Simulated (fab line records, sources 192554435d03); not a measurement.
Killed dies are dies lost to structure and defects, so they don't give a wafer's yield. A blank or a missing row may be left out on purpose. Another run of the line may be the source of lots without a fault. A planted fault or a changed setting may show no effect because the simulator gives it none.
One fault through the eyes of 2 desks | flow n5 finfet | numbers are kept per desk, each desk with only its own; the story behind them comes last

METROLOGY DESK
What the gauges read, lot by lot, whatever tool the lot ran on: means of the sampled wafers that have a number. The brackets show how far a lot's mean lies from the usual mean; more than 4 standard deviations puts the lot out of limits, marked OUT. Readings shown: 7 of its 11, picked as those furthest out on some lot.
Columns: A = DIBL_P at N5_BEOL_M4_RC_MEAS_101, usual 36.0 mV/V; B = IOFF_P at N5_BEOL_M4_RC_MEAS_101, usual 0.21 nA/um; C = ION_N at N5_BEOL_M4_RC_MEAS_101, usual 675 uA/um; D = ION_P at N5_BEOL_M4_RC_MEAS_101, usual 464 uA/um; E = SS_P at N5_BEOL_M4_RC_MEAS_101, usual 73.3 mV/dec; F = VT_N at N5_BEOL_M4_RC_MEAS_101, usual 250 mV; G = VT_P at N5_BEOL_M4_RC_MEAS_101, usual -250 mV
lot  | first seen here | A    | B    | C   | D   | E    | F   | G
L169 | day 6 06:35     | 38.7 | 0.28 | 692 | 475 | 74.2 | 246 | -245
L172 | day 6 23:41     | 38.2 | 0.23 | 687 | 470 | 74.3 | 247 | -250
L173 | day 7 04:47     | 35.1 | 0.19 | 662 | 455 | 72.9 | 253 | -253
L175 | day 7 09:56     | 38.0 | 0.23 | 694 | 474 | 74.4 | 247 | -247
L178 | day 8 03:40     | 35.5 | 0.18 | 656 | 449 | 72.9 | 253 | -253
L180 | day 11 07:14    | 36.7 | 0.25 | 680 | 464 | 73.6 | 249 | -249
L184 | day 11 10:35    | 35.2 | 0.17 | 672 | 460 | 72.9 | 254 | -254
L185 | day 11 11:10    | 37.3 | 0.23 | 692 | 477 | 73.7 | 248 | -249
L182 | day 11 11:38    | 36.5 | 0.21 | 675 | 465 | 73.9 | 251 | -252
This desk's verdict: no lot among the 9 shows anything out of limits.

AT THE TOOL OWNER'S DESK: rie diel-06
The tool's own readings at N5_BEOL_M1_ETCH_63 (etches SiARC in CF4, target depth 15.6 nm, time 26 s): means of the sampled wafers that have a number, for each lot that ran on this tool. The brackets show how far a lot's mean lies from the usual mean; more than 4 standard deviations puts the lot out of limits, marked OUT.
Columns: A = cf4 flow sccm at N5_BEOL_M1_ETCH_63, usual 99.9 sccm; B = drypump motor current A at N5_BEOL_M1_ETCH_63, usual 5.6 A; C = etch rf on time s at N5_BEOL_M1_ETCH_63, usual 26.1 s; D = oes product au at N5_BEOL_M1_ETCH_63, usual 0.64 a.u.; E = rf vpp V at N5_BEOL_M1_ETCH_63, usual 184.2 V; F = showerhead plenum p Torr at N5_BEOL_M1_ETCH_63, usual 2.15 Torr; G = throttle valve pct at N5_BEOL_M1_ETCH_63, usual 15.73 %
lot  | first seen here | A     | B   | C               | D    | E     | F    | G
L172 | day 7 01:13     | 99.8  | 5.7 | 25.5            | 0.67 | 185.1 | 2.17 | 15.57
L180 | day 11 08:09    | 100.1 | 5.7 | 25.7            | 0.65 | 184.7 | 2.16 | 15.62
L184 | day 11 11:35    | 100.0 | 5.5 | 30.2 (+8.5) OUT | 0.57 | 183.0 | 2.12 | 15.77
L185 | day 11 13:50    | 99.9  | 6.5 | 31.9 (+12) OUT  | 0.66 | 183.3 | 2.15 | 15.30
L182 | day 11 14:32    | 99.7  | 6.5 | 29.7 (+7.3) OUT | 0.68 | 184.8 | 2.17 | 15.31
This desk finds L182, L184, L185 out of limits, L184 being first, at day 11 11:35 (etch rf on time s at N5_BEOL_M1_ETCH_63). In limits: L172, L180.

TAKEN TOGETHER
On L182, L184, L185, at day 11 11:35, an alarm was possible from the tool owner's desk.
Metrology desk: nothing out of limits seen.
The metrology desk holds a record of L182, L184, L185, inside its limits.
N5_BEOL_M1_ETCH_63 was run on rie diel-06 by each of the lots named.

WHAT THE SIMULATOR HAD INSERTED
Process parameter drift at N5_BEOL_M1_ETCH_63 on rie diel-06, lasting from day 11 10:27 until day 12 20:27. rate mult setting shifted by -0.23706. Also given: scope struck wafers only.
Shown lots that were struck: L182, L184, L185.
Hours from the fault's start to each desk's first reading out of limits: the tool owner's desk, 1.
